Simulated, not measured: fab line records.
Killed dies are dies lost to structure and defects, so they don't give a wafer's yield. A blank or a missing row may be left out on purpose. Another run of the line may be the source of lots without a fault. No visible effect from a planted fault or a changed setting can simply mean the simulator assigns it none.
Chamber matching -- flow n5-finfet -- N5_BEOL_M4_ETCH_69 on rie-diel-05 has 4 sister chambers
The step etches SiARC in CF4, target depth 15.6 nm, time 26 s. 4 wafers are shown with their chamber, then 10 later ones without.

## WAFERS, EACH WITH ITS CHAMBER
wafer,chamber,showerhead-plenum-p-Torr (Torr)
L083.5,0,2.08
L086.1,2,2.19
L090.3,3,2.11
L090.5,1,2.09

## WAFERS WITHOUT THEIR CHAMBER
wafer,showerhead-plenum-p-Torr (Torr)
L090.6,2.18
L093.1,2.18
L093.3,2.07
L093.6,2.08
L095.3,2.18
L095.4,2.08
L095.5,2.07
L094.2,2.07
L094.3,2.11
L094.5,2.08

## THE CHAMBER EACH PASSED THROUGH
wafer,from the rows above,in truth
L090.6,2,2
L093.1,2,2
L093.3,can't be placed: 0 or 1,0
L093.6,can't be placed: 0 or 1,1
L095.3,2,2
L095.4,can't be placed: 0 or 1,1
L095.5,can't be placed: 0 or 1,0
L094.2,can't be placed: 0 or 1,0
L094.3,3,3
L094.5,can't be placed: 0 or 1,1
Correct placement for 4 of the 10. Not placeable from these rows: 6 (in 6, the candidates include the true chamber). 0 placed wrongly.
How it was worked out, from the rows above alone: a wafer's distance from a chamber is the root of the sum, over the readings, of the square of ((its reading less the chamber's mean) divided by the reading's scatter). If the next closest chamber is less than 2 further off than the closest, the wafer can't be placed; otherwise it belongs to the closest. For every chamber, the mean is computed from those of its wafers that are shown. The scatter: with one shown wafer a chamber, the root of the mean of the squares of how far each hidden wafer lies from its nearest shown one.
